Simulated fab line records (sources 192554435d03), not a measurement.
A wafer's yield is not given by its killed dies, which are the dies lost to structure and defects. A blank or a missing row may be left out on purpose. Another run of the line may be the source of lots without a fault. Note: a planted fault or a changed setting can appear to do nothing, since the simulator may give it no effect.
Matching of chambers / flow n5Finfet / 4 sister chambers for N5_BEOL_M2_DESCUM_33 on rieDiel-05
The step chemistry O2, time 7 s. 4 wafers are shown with their chamber, then 9 later ones without.

WAFERS, EACH WITH ITS CHAMBER
wafer=L087.6; chamber=3; showerheadPlenumPTorr (Torr)=2.22
wafer=L090.1; chamber=1; showerheadPlenumPTorr (Torr)=2.14
wafer=L090.3; chamber=2; showerheadPlenumPTorr (Torr)=2.02
wafer=L090.4; chamber=0; showerheadPlenumPTorr (Torr)=2.03

WAFERS MISSING THEIR CHAMBER
wafer=L091.2; showerheadPlenumPTorr (Torr)=2.22
wafer=L091.5; showerheadPlenumPTorr (Torr)=2.22
wafer=L091.6; showerheadPlenumPTorr (Torr)=2.01
wafer=L093.1; showerheadPlenumPTorr (Torr)=2.03
wafer=L093.3; showerheadPlenumPTorr (Torr)=2.21
wafer=L093.4; showerheadPlenumPTorr (Torr)=2.13
wafer=L097.1; showerheadPlenumPTorr (Torr)=2.01
wafer=L097.3; showerheadPlenumPTorr (Torr)=2.21
wafer=L097.5; showerheadPlenumPTorr (Torr)=2.02

CHAMBER TAKEN BY EACH
wafer=L091.2; from the rows above=3; in truth=3
wafer=L091.5; from the rows above=3; in truth=3
wafer=L091.6; from the rows above=can't be placed: 2 or 0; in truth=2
wafer=L093.1; from the rows above=can't be placed: 0 or 2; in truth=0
wafer=L093.3; from the rows above=3; in truth=3
wafer=L093.4; from the rows above=1; in truth=1
wafer=L097.1; from the rows above=can't be placed: 2 or 0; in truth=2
wafer=L097.3; from the rows above=3; in truth=3
wafer=L097.5; from the rows above=can't be placed: 2 or 0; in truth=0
Correct placement for 5 of the 9. These rows do not allow placing 4 (true chamber among the candidates in 4). 0 placed wrongly.
How it was worked out, from the rows above alone: a wafer's distance from a chamber is the root of the sum, over the readings, of the square of ((its reading less the chamber's mean) divided by the reading's scatter). The wafer belongs to the nearest chamber; if the next one is less than 2 further off, it can't be placed. A chamber's mean is the mean of its shown wafers. The scatter (one wafer shown for each chamber): square how far every hidden wafer sits from the nearest shown wafer, average those squares and take the square root.
